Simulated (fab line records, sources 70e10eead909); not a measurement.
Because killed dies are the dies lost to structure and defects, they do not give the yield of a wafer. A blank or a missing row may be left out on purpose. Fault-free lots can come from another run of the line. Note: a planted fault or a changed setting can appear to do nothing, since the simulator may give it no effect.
Which of the tools did it? :: flow nand-harc :: Sampling: 24 lots, 72 wafers, 6 of 1159 route steps

## WHAT EACH GAUGE READ, for each wafer
The record holds no reading of a measuring or inspecting step that can be judged against a usual standard deviation.

## WHICH TOOL RAN EACH LOT (tool, then ch and the chambers of the sampled wafers, then the start)
lot: L075
NHARC_A_WL_FILL_STRIP_29: rie-diel-06 ch 0,1,3, day 15 10:39
NHARC_A_CONTACT_ETCH_111: har-cap-etch-01 ch 0,1, day 16 02:44
NHARC_A_CONTACT_ETCH_118: har-cap-etch-01 ch 0,1, day 16 03:29
NHARC_A_CONTACT_ETCH_121: har-cap-etch-01 ch 0,1, day 16 03:46
NHARC_A_CONTACT_ETCH_128: har-cap-etch-03 ch 0,1, day 16 11:31
NHARC_A_CONTACT_DEP_84: acl-dep-03 ch 0, day 16 17:05

lot: L074
NHARC_A_WL_FILL_STRIP_29: rie-diel-06 ch 0,3, day 15 14:55
NHARC_A_CONTACT_ETCH_111: har-cap-etch-02 ch 0,1, day 16 08:55
NHARC_A_CONTACT_ETCH_118: har-cap-etch-02 ch 0,1, day 16 09:38
NHARC_A_CONTACT_ETCH_121: har-cap-etch-02 ch 0,1, day 16 09:55
NHARC_A_CONTACT_ETCH_128: har-cap-etch-01 ch 0,1, day 16 20:23
NHARC_A_CONTACT_DEP_84: acl-dep-01 ch 0, day 16 23:04

lot: L076
NHARC_A_WL_FILL_STRIP_29: rie-diel-09 ch 0,1, day 15 20:41
NHARC_A_CONTACT_ETCH_111: har-cap-etch-03 ch 0,1, day 16 15:36
NHARC_A_CONTACT_ETCH_118: har-cap-etch-03 ch 0,1, day 16 16:20
NHARC_A_CONTACT_ETCH_121: har-cap-etch-03 ch 0,1, day 16 16:37
NHARC_A_CONTACT_ETCH_128: har-cap-etch-01 ch 0,1, day 17 01:14
NHARC_A_CONTACT_DEP_84: acl-dep-01 ch 0, day 17 05:21

lot: L077
NHARC_A_WL_FILL_STRIP_29: rie-diel-06 ch 0,1,3, day 15 20:42
NHARC_A_CONTACT_ETCH_111: har-cap-etch-02 ch 0,1, day 16 14:07
NHARC_A_CONTACT_ETCH_118: har-cap-etch-02 ch 0,1, day 16 15:05
NHARC_A_CONTACT_ETCH_121: har-cap-etch-02 ch 0,1, day 16 15:26
NHARC_A_CONTACT_ETCH_128: har-cap-etch-02 ch 0,1, day 16 23:53
NHARC_A_CONTACT_DEP_84: acl-dep-01 ch 0, day 17 04:06

lot: L078
NHARC_A_WL_FILL_STRIP_29: rie-diel-06 ch 0,2, day 16 16:41
NHARC_A_CONTACT_ETCH_111: har-cap-etch-03 ch 0,1, day 17 12:37
NHARC_A_CONTACT_ETCH_118: har-cap-etch-03 ch 0,1, day 17 13:19
NHARC_A_CONTACT_ETCH_121: har-cap-etch-03 ch 0,1, day 17 13:35
NHARC_A_CONTACT_ETCH_128: har-cap-etch-01 ch 0,1, day 17 19:49
NHARC_A_CONTACT_DEP_84: acl-dep-02 ch 0, day 18 00:03

lot: L080
NHARC_A_WL_FILL_STRIP_29: rie-diel-02 ch 0,2, day 16 20:43
NHARC_A_CONTACT_ETCH_111: har-cap-etch-02 ch 0,1, day 17 18:07
NHARC_A_CONTACT_ETCH_118: har-cap-etch-02 ch 0,1, day 17 18:52
NHARC_A_CONTACT_ETCH_121: har-cap-etch-02 ch 0,1, day 17 19:08
NHARC_A_CONTACT_ETCH_128: har-cap-etch-01 ch 0,1, day 18 03:45
NHARC_A_CONTACT_DEP_84: acl-dep-01 ch 0, day 18 10:09

lot: L079
NHARC_A_WL_FILL_STRIP_29: rie-diel-09 ch 0,2, day 16 23:20
NHARC_A_CONTACT_ETCH_111: har-cap-etch-03 ch 0,1, day 17 23:26
NHARC_A_CONTACT_ETCH_118: har-cap-etch-03 ch 0,1, day 18 00:11
NHARC_A_CONTACT_ETCH_121: har-cap-etch-03 ch 0,1, day 18 00:27
NHARC_A_CONTACT_ETCH_128: har-cap-etch-01 ch 0,1, day 18 10:39
NHARC_A_CONTACT_DEP_84: acl-dep-02 ch 0, day 18 14:53

lot: L082
NHARC_A_WL_FILL_STRIP_29: rie-diel-06 ch 0,1,3, day 17 10:32
NHARC_A_CONTACT_ETCH_111: har-cap-etch-03 ch 0,1, day 18 05:22
NHARC_A_CONTACT_ETCH_118: har-cap-etch-03 ch 0,1, day 18 06:07
NHARC_A_CONTACT_ETCH_121: har-cap-etch-03 ch 0,1, day 18 06:23
NHARC_A_CONTACT_ETCH_128: har-cap-etch-02 ch 0,1, day 18 15:53
NHARC_A_CONTACT_DEP_84: acl-dep-01 ch 0, day 18 18:38

lot: L081
NHARC_A_WL_FILL_STRIP_29: rie-diel-09 ch 0,3, day 17 11:40
NHARC_A_CONTACT_ETCH_111: har-cap-etch-02 ch 0,1, day 18 07:25
NHARC_A_CONTACT_ETCH_118: har-cap-etch-02 ch 0,1, day 18 08:08
NHARC_A_CONTACT_ETCH_121: har-cap-etch-02 ch 0,1, day 18 08:25
NHARC_A_CONTACT_ETCH_128: har-cap-etch-01 ch 0, day 18 17:48
NHARC_A_CONTACT_DEP_84: acl-dep-01 ch 0, day 18 20:44

lot: L083
NHARC_A_WL_FILL_STRIP_29: rie-diel-09 ch 0,2, day 17 22:32
NHARC_A_CONTACT_ETCH_111: har-cap-etch-01 ch 0,1, day 18 19:07
NHARC_A_CONTACT_ETCH_118: har-cap-etch-01 ch 0,1, day 18 19:52
NHARC_A_CONTACT_ETCH_121: har-cap-etch-01 ch 0,1, day 18 20:08
NHARC_A_CONTACT_ETCH_128: har-cap-etch-02 ch 0,1, day 19 04:13
NHARC_A_CONTACT_DEP_84: acl-dep-02 ch 0, day 19 06:58

lot: L084
NHARC_A_WL_FILL_STRIP_29: rie-diel-06 ch 0,1,3, day 17 22:33
NHARC_A_CONTACT_ETCH_111: har-cap-etch-03 ch 0,1, day 18 18:07
NHARC_A_CONTACT_ETCH_118: har-cap-etch-03 ch 0,1, day 18 18:51
NHARC_A_CONTACT_ETCH_121: har-cap-etch-03 ch 0,1, day 18 19:08
NHARC_A_CONTACT_ETCH_128: har-cap-etch-01 ch 0,1, day 19 01:42
NHARC_A_CONTACT_DEP_84: acl-dep-01 ch 0, day 19 04:38

lot: L087
NHARC_A_WL_FILL_STRIP_29: rie-diel-09 ch 0,2,3, day 18 12:11
NHARC_A_CONTACT_ETCH_111: har-cap-etch-03 ch 0, day 19 07:37
NHARC_A_CONTACT_ETCH_118: har-cap-etch-03 ch 0, day 19 08:20
NHARC_A_CONTACT_ETCH_121: har-cap-etch-03 ch 0, day 19 08:37
NHARC_A_CONTACT_ETCH_128: har-cap-etch-01 ch 0,1, day 19 17:57
NHARC_A_CONTACT_DEP_84: acl-dep-01 ch 0, day 19 21:05

lot: L085
NHARC_A_WL_FILL_STRIP_29: rie-diel-02 ch 0,1,3, day 18 12:40
NHARC_A_CONTACT_ETCH_111: har-cap-etch-01 ch 0,1, day 19 07:37
NHARC_A_CONTACT_ETCH_118: har-cap-etch-01 ch 0,1, day 19 08:22
NHARC_A_CONTACT_ETCH_121: har-cap-etch-01 ch 0,1, day 19 08:38
NHARC_A_CONTACT_ETCH_128: har-cap-etch-02 ch 0,1, day 19 16:36
NHARC_A_CONTACT_DEP_84: acl-dep-01 ch 0, day 19 19:50

lot: L086
NHARC_A_WL_FILL_STRIP_29: rie-diel-09 ch 0,2,3, day 18 15:14
NHARC_A_CONTACT_ETCH_111: har-cap-etch-03 ch 0, day 19 11:29
NHARC_A_CONTACT_ETCH_118: har-cap-etch-03 ch 0, day 19 12:14
NHARC_A_CONTACT_ETCH_121: har-cap-etch-03 ch 0, day 19 12:31
NHARC_A_CONTACT_ETCH_128: har-cap-etch-02 ch 0,1, day 19 21:07
NHARC_A_CONTACT_DEP_84: acl-dep-03 ch 0, day 19 23:38

lot: L088
NHARC_A_WL_FILL_STRIP_29: rie-diel-09 ch 1,2,3, day 18 20:37
NHARC_A_CONTACT_ETCH_111: har-cap-etch-01 ch 0,1, day 19 15:48
NHARC_A_CONTACT_ETCH_118: har-cap-etch-01 ch 0,1, day 19 16:33
NHARC_A_CONTACT_ETCH_121: har-cap-etch-01 ch 0,1, day 19 16:49
NHARC_A_CONTACT_ETCH_128: har-cap-etch-03 ch 0,1, day 19 23:18
NHARC_A_CONTACT_DEP_84: acl-dep-03 ch 0, day 20 02:20

lot: L091
NHARC_A_WL_FILL_STRIP_29: rie-diel-02 ch 0,1, day 19 07:19
NHARC_A_CONTACT_ETCH_111: har-cap-etch-01 ch 0,1, day 20 00:47
NHARC_A_CONTACT_ETCH_118: har-cap-etch-01 ch 0,1, day 20 01:31
NHARC_A_CONTACT_ETCH_121: har-cap-etch-01 ch 0,1, day 20 01:48
NHARC_A_CONTACT_ETCH_128: har-cap-etch-02 ch 1, day 20 11:49
NHARC_A_CONTACT_DEP_84: acl-dep-02 ch 0, day 20 14:48

lot: L090
NHARC_A_WL_FILL_STRIP_29: rie-diel-06 ch 0,1,2, day 19 08:10
NHARC_A_CONTACT_ETCH_111: har-cap-etch-03 ch 0,1, day 20 00:54
NHARC_A_CONTACT_ETCH_118: har-cap-etch-03 ch 0,1, day 20 01:39
NHARC_A_CONTACT_ETCH_121: har-cap-etch-03 ch 0,1, day 20 01:56
NHARC_A_CONTACT_ETCH_128: har-cap-etch-01 ch 0,1, day 20 12:34
NHARC_A_CONTACT_DEP_84: acl-dep-02 ch 0, day 20 15:49

lot: L089
NHARC_A_WL_FILL_STRIP_29: rie-diel-06 ch 0,2,3, day 19 15:23
NHARC_A_CONTACT_ETCH_111: har-cap-etch-03 ch 0, day 20 08:00
NHARC_A_CONTACT_ETCH_118: har-cap-etch-03 ch 0, day 20 08:44
NHARC_A_CONTACT_ETCH_121: har-cap-etch-03 ch 0, day 20 09:01
NHARC_A_CONTACT_ETCH_128: har-cap-etch-02 ch 1, day 20 16:04
NHARC_A_CONTACT_DEP_84: acl-dep-02 ch 0, day 20 19:50

lot: L092
NHARC_A_WL_FILL_STRIP_29: rie-diel-09 ch 0,2, day 19 19:25
NHARC_A_CONTACT_ETCH_111: har-cap-etch-03 ch 0,1, day 20 13:55
NHARC_A_CONTACT_ETCH_118: har-cap-etch-03 ch 0,1, day 20 14:37
NHARC_A_CONTACT_ETCH_121: har-cap-etch-03 ch 0,1, day 20 14:53
NHARC_A_CONTACT_ETCH_128: har-cap-etch-02 ch 0,1, day 20 21:27
NHARC_A_CONTACT_DEP_84: acl-dep-03 ch 0, day 21 01:32

lot: L094
NHARC_A_WL_FILL_STRIP_29: rie-diel-06 ch 1,3, day 20 08:44
NHARC_A_CONTACT_ETCH_111: har-cap-etch-03 ch 0,1, day 21 02:28
NHARC_A_CONTACT_ETCH_118: har-cap-etch-03 ch 0,1, day 21 03:13
NHARC_A_CONTACT_ETCH_121: har-cap-etch-03 ch 0,1, day 21 03:29
NHARC_A_CONTACT_ETCH_128: har-cap-etch-02 ch 0,1, day 21 11:49
NHARC_A_CONTACT_DEP_84: acl-dep-02 ch 0, day 21 14:46

lot: L093
NHARC_A_WL_FILL_STRIP_29: rie-diel-02 ch 0,1,3, day 20 09:34
NHARC_A_CONTACT_ETCH_111: har-cap-etch-02 ch 0,1, day 21 01:59
NHARC_A_CONTACT_ETCH_118: har-cap-etch-02 ch 0,1, day 21 02:44
NHARC_A_CONTACT_ETCH_121: har-cap-etch-02 ch 0,1, day 21 03:01
NHARC_A_CONTACT_ETCH_128: har-cap-etch-03 ch 0,1, day 21 11:38
NHARC_A_CONTACT_DEP_84: acl-dep-01 ch 0, day 21 14:58

lot: L096
NHARC_A_WL_FILL_STRIP_29: rie-diel-06 ch 0,2, day 20 18:04
NHARC_A_CONTACT_ETCH_111: har-cap-etch-01 ch 0,1, day 21 13:24
NHARC_A_CONTACT_ETCH_118: har-cap-etch-01 ch 0,1, day 21 14:06
NHARC_A_CONTACT_ETCH_121: har-cap-etch-01 ch 0,1, day 21 14:23
NHARC_A_CONTACT_ETCH_128: har-cap-etch-02 ch 0,1, day 21 21:49
NHARC_A_CONTACT_DEP_84: acl-dep-02 ch 0, day 22 00:58

lot: L097
NHARC_A_WL_FILL_STRIP_29: rie-diel-09 ch 0,2,3, day 20 18:42
NHARC_A_CONTACT_ETCH_111: har-cap-etch-03 ch 0,1, day 21 13:31
NHARC_A_CONTACT_ETCH_118: har-cap-etch-03 ch 0,1, day 21 14:14
NHARC_A_CONTACT_ETCH_121: har-cap-etch-03 ch 0,1, day 21 14:31
NHARC_A_CONTACT_ETCH_128: har-cap-etch-01 ch 0,1, day 21 22:41
NHARC_A_CONTACT_DEP_84: acl-dep-02 ch 0, day 22 02:00

lot: L095
NHARC_A_WL_FILL_STRIP_29: rie-diel-09 ch 0,1,2, day 20 21:04
NHARC_A_CONTACT_ETCH_111: har-cap-etch-02 ch 0,1, day 21 17:06
NHARC_A_CONTACT_ETCH_118: har-cap-etch-02 ch 0,1, day 21 17:50
NHARC_A_CONTACT_ETCH_121: har-cap-etch-02 ch 0,1, day 21 18:07
NHARC_A_CONTACT_ETCH_128: har-cap-etch-03 ch 0,1, day 22 00:43
NHARC_A_CONTACT_DEP_84: acl-dep-03 ch 0, day 22 03:29
- NHARC_A_WL_FILL_STRIP_29: strips in O2, time 20 s.
- NHARC_A_CONTACT_ETCH_111: etches the open film in C4F8/O2/Ar, time 140 s, target depth 700 nm.
- NHARC_A_CONTACT_ETCH_118: etches the open film in C4F8/O2/Ar, time 94 s, target depth 922 nm.
- NHARC_A_CONTACT_ETCH_121: etches the open film in C4F8/O2/Ar, time 94 s, target depth 922 nm.
- NHARC_A_CONTACT_ETCH_128: etches the open film in C4F8/O2/Ar, time 155 s, target depth 956 nm.
- NHARC_A_CONTACT_DEP_84: deposits aC, target thk 2000 nm.

## WHAT THE TOOLS THEMSELVES READ (means of the sampled wafers that have a number; where no wafer has one, the mark that the record gives instead)
NHARC_A_WL_FILL_STRIP_29. Usual: drypump-motor-current-A 5.6 A, standard deviation 0.49; mfc-ar-sccm 0.008 sccm, standard deviation 0.01; oes-product-au 0.993 a.u., standard deviation 0.013; rf-vpp-V 57.9 V, standard deviation 0.71; showerhead-plenum-p-Torr 3.56 Torr, standard deviation 0.13; throttle-valve-pct 17.037 %, standard deviation 0.0094.
lot: L075
tool: rie-diel-06
drypump-motor-current-A (A): 5.8
mfc-ar-sccm (sccm): 0.007
oes-product-au (a.u.): 1.000
rf-vpp-V (V): 58.2
showerhead-plenum-p-Torr (Torr): 3.51
throttle-valve-pct (%): 17.036
flag: 

lot: L074
tool: rie-diel-06
drypump-motor-current-A (A): 5.4
mfc-ar-sccm (sccm): 0.000
oes-product-au (a.u.): 1.003
rf-vpp-V (V): 57.8
showerhead-plenum-p-Torr (Torr): 3.64
throttle-valve-pct (%): 17.043
flag: 

lot: L076
tool: rie-diel-09
drypump-motor-current-A (A): 5.6
mfc-ar-sccm (sccm): 0.003
oes-product-au (a.u.): 1.007
rf-vpp-V (V): 58.5
showerhead-plenum-p-Torr (Torr): 3.62
throttle-valve-pct (%): 17.031
flag: 

lot: L077
tool: rie-diel-06
drypump-motor-current-A (A): 5.8
mfc-ar-sccm (sccm): 0.007
oes-product-au (a.u.): 1.003
rf-vpp-V (V): 58.0
showerhead-plenum-p-Torr (Torr): 3.51
throttle-valve-pct (%): 17.040
flag: 

lot: L078
tool: rie-diel-06
drypump-motor-current-A (A): 5.0
mfc-ar-sccm (sccm): 0.008
oes-product-au (a.u.): 0.982
rf-vpp-V (V): 57.9
showerhead-plenum-p-Torr (Torr): 3.60
throttle-valve-pct (%): 17.037
flag: 

lot: L080
tool: rie-diel-02
drypump-motor-current-A (A): 5.3
mfc-ar-sccm (sccm): 0.001
oes-product-au (a.u.): 0.985
rf-vpp-V (V): 58.6
showerhead-plenum-p-Torr (Torr): 3.42
throttle-valve-pct (%): 17.038
flag: 

lot: L079
tool: rie-diel-09
drypump-motor-current-A (A): 5.9
mfc-ar-sccm (sccm): 0.019
oes-product-au (a.u.): 1.003
rf-vpp-V (V): 57.1
showerhead-plenum-p-Torr (Torr): 3.60
throttle-valve-pct (%): 17.029
flag: 

lot: L082
tool: rie-diel-06
drypump-motor-current-A (A): 5.8
mfc-ar-sccm (sccm): 0.007
oes-product-au (a.u.): 0.992
rf-vpp-V (V): 57.5
showerhead-plenum-p-Torr (Torr): 3.51
throttle-valve-pct (%): 17.045
flag: 

lot: L081
tool: rie-diel-09
drypump-motor-current-A (A): 5.5
mfc-ar-sccm (sccm): 0.000
oes-product-au (a.u.): 1.008
rf-vpp-V (V): 57.2
showerhead-plenum-p-Torr (Torr): 3.69
throttle-valve-pct (%): 17.033
flag: 

lot: L083
tool: rie-diel-09
drypump-motor-current-A (A): 5.7
mfc-ar-sccm (sccm): 0.009
oes-product-au (a.u.): 1.010
rf-vpp-V (V): 57.8
showerhead-plenum-p-Torr (Torr): 3.63
throttle-valve-pct (%): 17.038
flag: 

lot: L084
tool: rie-diel-06
drypump-motor-current-A (A): 5.8
mfc-ar-sccm (sccm): 0.007
oes-product-au (a.u.): 0.995
rf-vpp-V (V): 58.3
showerhead-plenum-p-Torr (Torr): 3.51
throttle-valve-pct (%): 17.034
flag: 

lot: L087
tool: rie-diel-09
drypump-motor-current-A (A): 5.7
mfc-ar-sccm (sccm): 0.009
oes-product-au (a.u.): 1.007
rf-vpp-V (V): 58.4
showerhead-plenum-p-Torr (Torr): 3.64
throttle-valve-pct (%): 17.025
flag: 

lot: L085
tool: rie-diel-02
drypump-motor-current-A (A): 5.6
mfc-ar-sccm (sccm): 0.000
oes-product-au (a.u.): 0.984
rf-vpp-V (V): 58.2
showerhead-plenum-p-Torr (Torr): 3.54
throttle-valve-pct (%): 17.040
flag: 

lot: L086
tool: rie-diel-09
drypump-motor-current-A (A): 5.7
mfc-ar-sccm (sccm): 0.009
oes-product-au (a.u.): 1.000
rf-vpp-V (V): 57.9
showerhead-plenum-p-Torr (Torr): 3.64
throttle-valve-pct (%): 17.037
flag: 

lot: L088
tool: rie-diel-09
drypump-motor-current-A (A): 5.7
mfc-ar-sccm (sccm): 0.012
oes-product-au (a.u.): 0.986
rf-vpp-V (V): 58.0
showerhead-plenum-p-Torr (Torr): 3.60
throttle-valve-pct (%): 17.042
flag: 

lot: L091
tool: rie-diel-02
drypump-motor-current-A (A): 5.3
mfc-ar-sccm (sccm): 0.000
oes-product-au (a.u.): 0.989
rf-vpp-V (V): 58.3
showerhead-plenum-p-Torr (Torr): 3.50
throttle-valve-pct (%): 17.037
flag: 

lot: L090
tool: rie-diel-06
drypump-motor-current-A (A): 5.4
mfc-ar-sccm (sccm): 0.011
oes-product-au (a.u.): 0.994
rf-vpp-V (V): 57.6
showerhead-plenum-p-Torr (Torr): 3.52
throttle-valve-pct (%): 17.029
flag: 

lot: L089
tool: rie-diel-06
drypump-motor-current-A (A): 5.4
mfc-ar-sccm (sccm): 0.004
oes-product-au (a.u.): 0.982
rf-vpp-V (V): 58.2
showerhead-plenum-p-Torr (Torr): 3.59
throttle-valve-pct (%): 17.039
flag: 

lot: L092
tool: rie-diel-09
drypump-motor-current-A (A): 5.9
mfc-ar-sccm (sccm): 0.019
oes-product-au (a.u.): 0.992
rf-vpp-V (V): 58.3
showerhead-plenum-p-Torr (Torr): 3.59
throttle-valve-pct (%): 17.033
flag: 

lot: L094
tool: rie-diel-06
drypump-motor-current-A (A): 6.2
mfc-ar-sccm (sccm): 0.014
oes-product-au (a.u.): 1.010
rf-vpp-V (V): 57.7
showerhead-plenum-p-Torr (Torr): 3.38
throttle-valve-pct (%): 17.055
flag: 

lot: L093
tool: rie-diel-02
drypump-motor-current-A (A): 5.6
mfc-ar-sccm (sccm): 0.000
oes-product-au (a.u.): 0.987
rf-vpp-V (V): 58.1
showerhead-plenum-p-Torr (Torr): 3.54
throttle-valve-pct (%): 17.034
flag: 

lot: L096
tool: rie-diel-06
drypump-motor-current-A (A): 5.0
mfc-ar-sccm (sccm): 0.008
oes-product-au (a.u.): 0.981
rf-vpp-V (V): 57.8
showerhead-plenum-p-Torr (Torr): 3.60
throttle-valve-pct (%): 17.038
flag: 

lot: L097
tool: rie-diel-09
drypump-motor-current-A (A): 5.7
mfc-ar-sccm (sccm): 0.009
oes-product-au (a.u.): 0.985
rf-vpp-V (V): 58.3
showerhead-plenum-p-Torr (Torr): 3.64
throttle-valve-pct (%): 17.037
flag: 

lot: L095
tool: rie-diel-09
drypump-motor-current-A (A): 5.7
mfc-ar-sccm (sccm): 0.012
oes-product-au (a.u.): 0.980
rf-vpp-V (V): 58.3
showerhead-plenum-p-Torr (Torr): 3.58
throttle-valve-pct (%): 17.032
flag: 

NHARC_A_CONTACT_DEP_84. Usual: throttle-valve-pct reads 35.000 % (standard deviation 0.0093).
lot: L075
tool: acl-dep-03
throttle-valve-pct (%): 34.999
flag: 

lot: L074
tool: acl-dep-01
throttle-valve-pct (%): 35.002
flag: 

lot: L076
tool: acl-dep-01
throttle-valve-pct (%): 35.002
flag: 

lot: L077
tool: acl-dep-01
throttle-valve-pct (%): 35.004
flag: 

lot: L078
tool: acl-dep-02
throttle-valve-pct (%): 34.999
flag: 

lot: L080
tool: acl-dep-01
throttle-valve-pct (%): 35.010
flag: 

lot: L079
tool: acl-dep-02
throttle-valve-pct (%): 34.992
flag: 

lot: L082
tool: acl-dep-01
throttle-valve-pct (%): 35.007
flag: 

lot: L081
tool: acl-dep-01
throttle-valve-pct (%): 35.005
flag: 

lot: L083
tool: acl-dep-02
throttle-valve-pct (%): 34.997
flag: 

lot: L084
tool: acl-dep-01
throttle-valve-pct (%): 35.000
flag: 

lot: L087
tool: acl-dep-01
throttle-valve-pct (%): 34.998
flag: 

lot: L085
tool: acl-dep-01
throttle-valve-pct (%): 35.002
flag: 

lot: L086
tool: acl-dep-03
throttle-valve-pct (%): 35.005
flag: 

lot: L088
tool: acl-dep-03
throttle-valve-pct (%): 35.007
flag: 

lot: L091
tool: acl-dep-02
throttle-valve-pct (%): 35.002
flag: 

lot: L090
tool: acl-dep-02
throttle-valve-pct (%): 34.995
flag: 

lot: L089
tool: acl-dep-02
throttle-valve-pct (%): 35.005
flag: 

lot: L092
tool: acl-dep-03
throttle-valve-pct (%): 34.997
flag: 

lot: L094
tool: acl-dep-02
throttle-valve-pct (%): 35.000
flag: 

lot: L093
tool: acl-dep-01
throttle-valve-pct (%): 35.005
flag: 

lot: L096
tool: acl-dep-02
throttle-valve-pct (%): 35.006
flag: 

lot: L097
tool: acl-dep-02
throttle-valve-pct (%): 35.004
flag: 

lot: L095
tool: acl-dep-03
throttle-valve-pct (%): 35.001
flag: 

## THE ANSWER, worked out from the rows above alone
Rule: lot off if the mean of its wafers having a number is beyond 3 standard deviations from the usual mean. A lot without any number at a reading at which 4 lots or more have one is off too. Where the step has rows for the other lots, those lots are counted as sound. The gauges are gone through in route order, then the tools' own readings, and for those a lot's mean is taken as printed above. The first step at which some lot is off is used, and at that step the reading that is off furthest; a lot without a number counts as furthest.
No lot is off at any reading shown: from this, nothing can be told.

## WHAT THE SIMULATOR PUT IN
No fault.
